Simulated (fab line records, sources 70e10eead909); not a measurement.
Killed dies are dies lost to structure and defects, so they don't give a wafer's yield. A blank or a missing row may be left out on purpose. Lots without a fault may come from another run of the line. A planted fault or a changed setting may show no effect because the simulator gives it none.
A struck lot beside a sound one | flow nand_harc | 14 steps out of a route of 1302
Sound: wafers L402.1, L402.2, L402.5. Struck: wafers L418.2, L418.5, L418.6. The cause comes at the end.
At each step with rows: each side's tool, then ch and its chambers, then its first start. Under that, the readings that differ: sound wafers | struck wafers | difference of the means | sigmas: that difference in standard deviations of wafers without a fault.
alike: readings whose means differ by less than 2 such deviations, and words and numbers that are the same on both sides. not compared: withheld readings, readings that some wafer has no value for, bounds like >300 that may hide the same value, and numbers for which the record gives no deviation and whose values overlap.
The two part at a step that has a row with sigmas, a row that says differs or no value, or rows on one side only. Numbers that don't overlap but have no deviation are shown without sigmas and don't part them. A reading that every wafer of one side lacks parts them only if that side has two wafers or more.

first, 7 steps without rows for these wafers: NHARC_A_M0_COAT_33 (time 65 s); NHARC_A_M0_COAT_03 (resist thk 90 nm); NHARC_A_M0_SOFTBAKE_04 (time 55 s); NHARC_A_M0_EBR_05; NHARC_A_M0_EXPOSE_06 (exposes mask A M0, target cd 80 nm); NHARC_A_M0_PEB_07 (peb time 65 s); NHARC_A_M0_DEVELOP_08 (develop time 35 s).
NHARC_A_M0_CD_MEAS_09: target cd 80 nm.
  sound on cd_sem-03 ch 0, day 23 13:16; struck on cd_sem-03 ch 0, day 29 23:47
  alike: cd_nm
NHARC_A_M0_OVL_MEAS_10: pitch 160 nm.
  sound on overlay-01, day 23 13:20; struck on overlay-02, day 29 23:53
  alike: overlay_x_nm, overlay_y_nm
NHARC_A_M0_INSPECT_11:
  sound on defect_inspect-01, day 23 13:23; struck on defect_inspect-02, day 29 23:55
  alike: raw_defect_count
NHARC_A_M0_DESCUM_14: chemistry O2, time 3 s.
  sound on rie_diel-07 ch 0,2,3, day 23 13:27; struck on rie_diel-03 ch 2,3, day 29 23:59
  alike: drypump_motor_current_A, oes_product_au, rf_vpp_V, showerhead_plenum_p_Torr, throttle_valve_pct
  not compared: rf_hours_counter_h
NHARC_A_M0_ETCH_34: etches the open film in N2/H2, target depth 40 nm, overetch 12 nm, time 43.94 s.
  sound on rie_diel-07 ch 1,2, day 23 13:32; struck on rie_diel-03 ch 1,2,3, day 30 00:04
  alike: drypump_motor_current_A, oes_product_au, rf_vpp_V, run_length_s, showerhead_plenum_p_Torr, throttle_valve_pct
  not compared: rf_hours_counter_h
NHARC_A_M0_ETCH_15: etches the open film in C4F8/Ar, target depth 150 nm, overetch 15 nm, time 82.5 s.
  sound on rie_diel-07 ch 1,2,3, day 23 13:37; struck on rie_diel-03 ch 2,3, day 30 00:10
  reading          | sound             | struck         | difference | sigmas
  run_length_s (s) | 104.8 103.5 104.1 | 95.7 95.9 95.4 | -8.5       | -24
  alike: oes_product_au, rf_vpp_V
  not compared: rf_hours_counter_h
NHARC_A_M0_CD_MEAS_16:
  sound on cd_sem-03, day 23 13:44; struck on cd_sem-01, day 30 00:17
  alike: cd_nm

WHERE THEY PART
Only at NHARC_A_M0_ETCH_15, within this record. Later steps at which nothing parts them and some readings are alike: NHARC_A_M0_CD_MEAS_16.

WHY: what the simulator had put in
Process parameter drift: rie_diel-03, from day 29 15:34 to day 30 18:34, at NHARC_A_M0_ETCH_15. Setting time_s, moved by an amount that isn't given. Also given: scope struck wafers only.
